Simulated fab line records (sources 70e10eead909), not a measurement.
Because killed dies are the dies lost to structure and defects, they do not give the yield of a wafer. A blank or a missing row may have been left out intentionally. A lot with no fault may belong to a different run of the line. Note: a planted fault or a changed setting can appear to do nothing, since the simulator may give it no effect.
The tool behind it: which one? + flow nand_harc + 12 lots, 36 wafers sampled, at 3 steps of a route of 1302

== WHAT EACH GAUGE READ, for each wafer ==
NHARC_A_SGD_CUT_OVL_MEAS_10.
| lot  | measured     | on         | overlay_x_nm (nm) |
|------|--------------|------------|-------------------|
| L075 | day 19 14:30 | overlay-01 | -1.1 -1.1 -0.6    |
| L076 | day 20 03:23 | overlay-01 | 0.2 0.4 0.3       |
| L080 | day 21 08:21 | overlay-01 | -0.1 0.1 0.0      |
| L082 | day 22 01:32 | overlay-02 | 0.2 0.4 -0.2      |
| L083 | day 22 16:17 | overlay-01 | 1.1 0.8 1.0       |
| L085 | day 23 07:54 | overlay-02 | 0.3 0.2 0.0       |
| L087 | day 23 22:25 | overlay-02 | 0.2 0.1 -0.3      |
| L088 | day 25 11:50 | overlay-01 | -0.1 0.2 0.0      |
| L091 | day 25 22:22 | overlay-02 | 0.7 0.8 0.5       |
| L093 | day 27 02:14 | overlay-01 | -2.7 -2.0 -1.8    |
| L095 | day 27 19:32 | overlay-02 | 1.2 1.1 0.8       |
| L097 | day 28 05:03 | overlay-02 | 0.8 0.8 1.3       |

== WHICH TOOL RAN EACH LOT (tool, then ch and the chambers of the sampled wafers, then the start) ==
| lot  | NHARC_A_STAIRCASE_ETCHBACK_157     | NHARC_A_SGD_CUT_DEP_00          |
|------|------------------------------------|---------------------------------|
| L075 | rie_diel-09 ch 1,2,3, day 19 12:52 | pecvd-01 ch 0,1,2, day 19 13:49 |
| L076 | rie_diel-04 ch 0,2, day 20 01:17   | pecvd-03 ch 0,2, day 20 02:37   |
| L080 | rie_diel-01 ch 1,2,3, day 21 06:42 | pecvd-01 ch 1,2, day 21 07:42   |
| L082 | rie_diel-04 ch 0,1,3, day 21 23:35 | pecvd-03 ch 1,2, day 22 00:51   |
| L083 | rie_diel-04 ch 2,3, day 22 14:31   | pecvd-03 ch 0,1, day 22 15:30   |
| L085 | rie_diel-01 ch 0,1,3, day 23 06:16 | pecvd-02 ch 0,1,2, day 23 07:13 |
| L087 | rie_diel-04 ch 0,1,3, day 23 20:37 | pecvd-01 ch 1,2, day 23 21:36   |
| L088 | rie_diel-04 ch 0,3, day 25 10:02   | pecvd-02 ch 0,1,2, day 25 11:02 |
| L091 | rie_diel-09 ch 1,2,3, day 25 20:36 | pecvd-01 ch 0,2, day 25 21:34   |
| L093 | rie_diel-04 ch 0,1, day 27 00:22   | pecvd-03 ch 0,1, day 27 01:27   |
| L095 | rie_diel-09 ch 2,3, day 27 17:46   | pecvd-02 ch 0,1, day 27 18:47   |
| L097 | rie_diel-09 ch 0,1, day 28 03:16   | pecvd-01 ch 0,1,2, day 28 04:14 |
- NHARC_A_STAIRCASE_ETCHBACK_157: etches the open film in CH3F/O2, target depth 90 nm, time 167.14 s.
- NHARC_A_SGD_CUT_DEP_00: deposits SiNx, target thk 50 nm.

== THE ANSWER, worked out from the rows above alone ==
Rule: the usual values come from the lots themselves. The widest of any qualifying gaps counts: lots, ordered by their means at a reading, are off when they make up no more than a third of the lots, leave a main group of 4 or more, and stand apart from it by 3 or more times the standard deviation of that group's means. Not used: any main group whose means are identical at the precision the tables above print for the reading. A lot without any number at a reading at which 4 lots or more have one is off too. Any other lot the step has rows for is counted as sound.
No lot is off on any of the readings shown, so nothing can be concluded from this.

== WHAT HAD BEEN PUT IN BY THE SIMULATOR ==
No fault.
